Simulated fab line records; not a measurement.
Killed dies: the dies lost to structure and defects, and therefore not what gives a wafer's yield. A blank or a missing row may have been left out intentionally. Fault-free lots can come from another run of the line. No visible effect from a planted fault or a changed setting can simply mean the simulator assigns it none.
Chamber matching	flow n5 finfet	N5_BEOL_M7_STRIP_67 on rie diel-06 has 4 sister chambers
The step strips in CF4. 22 wafers are shown with their chamber, then 11 later ones without.

## EACH WAFER AND ITS CHAMBER
wafer	chamber	drypump motor current A (A)	throttle valve pct (%)	showerhead plenum p Torr (Torr)
L075.1	3	5.7	14.11	1.77
L075.5	3	5.7	14.11	1.77
L075.6	2	6.1	13.62	1.70
L077.2	2	6.0	13.66	1.70
L077.5	0	5.8	13.84	1.71
L077.6	1	5.6	13.55	1.76
L083.1	0	5.8	13.87	1.71
L083.4	1	5.6	13.55	1.76
L083.5	1	5.6	13.55	1.76
L082.2	0	5.9	13.90	1.71
L082.3	3	5.7	14.18	1.76
L082.6	3	5.7	14.15	1.76
L080.1	2	6.1	13.10	1.91
L080.4	1	5.6	13.58	1.75
L080.6	0	5.9	13.89	1.71
L090.1	3	5.7	13.58	1.76
L090.4	2	6.1	13.13	1.90
L090.6	1	5.6	13.61	1.75
L093.1	3	5.7	13.59	1.76
L093.2	1	5.6	13.61	1.75
L093.4	0	5.9	13.92	1.70
L092.3	2	6.1	13.13	1.90

SIGNATURES, as means of the wafers listed above
reading	chamber 0	chamber 1	chamber 2	chamber 3	scatter within a chamber
drypump motor current A	5.860	5.600	6.080	5.700	0.0333
throttle valve pct	13.8840	13.5750	13.3280	13.9533	0.203
showerhead plenum p Torr	1.7080	1.7550	1.8220	1.7633	0.0527
Rule: a wafer lies at a distance from a chamber equal to the root of the sum of squares, over the readings, of (its reading less the chamber's mean, divided by the reading's scatter). If the next closest chamber is less than 2 further off than the closest, the wafer can't be placed; otherwise it belongs to the closest. The scatter: take each reading less its chamber's mean, square it, sum over the shown wafers, divide by the number of wafers less the number of chambers, and take the root.

## WAFERS MISSING THEIR CHAMBER
wafer	drypump motor current A (A)	throttle valve pct (%)	showerhead plenum p Torr (Torr)
L092.5	6.1	13.13	1.90
L092.6	5.7	13.59	1.76
L091.1	5.9	13.92	1.70
L091.2	5.6	13.62	1.75
L091.6	6.0	13.15	1.90
L094.2	5.7	13.60	1.76
L094.3	5.6	13.63	1.75
L094.6	5.6	13.63	1.75
L095.2	6.1	13.16	1.90
L095.5	5.7	13.59	1.76
L095.6	6.1	13.16	1.90

## WHICH CHAMBER EACH WENT THROUGH
wafer	from the rows above	in truth
L092.5	2	2
L092.6	can't be placed: 3 or 1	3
L091.1	0	0
L091.2	1	1
L091.6	2	2
L094.2	can't be placed: 3 or 1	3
L094.3	1	1
L094.6	1	1
L095.2	2	2
L095.5	can't be placed: 3 or 1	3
L095.6	2	2
Correct placement for 8 of the 11. Cannot be placed on the basis of these rows: 3; the candidates contain the true chamber in 3. Wrongly placed: 0.
